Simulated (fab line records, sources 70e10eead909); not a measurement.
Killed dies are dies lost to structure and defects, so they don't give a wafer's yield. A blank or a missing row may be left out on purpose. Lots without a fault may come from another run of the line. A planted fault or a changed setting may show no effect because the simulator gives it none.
Chamber matching | flow nand_harc | NHARC_P_M1_STRIP_18 on rie_diel-10: 4 sister chambers
The step strips in N2/H2. 4 wafers are shown with their chamber, then 12 later ones without.

WAFERS WITH THEIR CHAMBER
wafer  | chamber | drypump_motor_current_A (A)
L082.3 | 1       | 5.9
L083.5 | 0       | 6.3
L084.1 | 2       | 5.3
L084.6 | 3       | 6.1

WAFERS WITHOUT THEIR CHAMBER
wafer  | drypump_motor_current_A (A)
L090.1 | 6.3
L090.2 | 5.3
L090.6 | 5.3
L095.1 | 6.1
L095.2 | 5.3
L095.4 | 5.9
L096.3 | 5.9
L096.5 | 6.4
L096.6 | 6.0
L097.1 | 5.9
L097.5 | 6.0
L097.6 | 6.3

WHICH CHAMBER EACH WENT THROUGH
wafer  | from the rows above     | in truth
L090.1 | 0                       | 0
L090.2 | 2                       | 2
L090.6 | 2                       | 2
L095.1 | 3                       | 3
L095.2 | 2                       | 2
L095.4 | 1                       | 1
L096.3 | 1                       | 1
L096.5 | 0                       | 0
L096.6 | can't be placed: 1 or 3 | 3
L097.1 | 1                       | 1
L097.5 | can't be placed: 1 or 3 | 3
L097.6 | 0                       | 0
Placed correctly: 10 of 12. Can't be placed from these rows: 2 (the true chamber is among the candidates in 2). Placed wrongly: 0.
How it was worked out, from the rows above alone: a wafer's distance from a chamber is the root of the sum, over the readings, of the square of ((its reading less the chamber's mean) divided by the reading's scatter). The wafer belongs to the nearest chamber; if the next one is less than 2 further off, it can't be placed. A chamber's mean is the mean of its shown wafers. The scatter: with one shown wafer a chamber, the root of the mean of the squares of how far each hidden wafer lies from its nearest shown one.
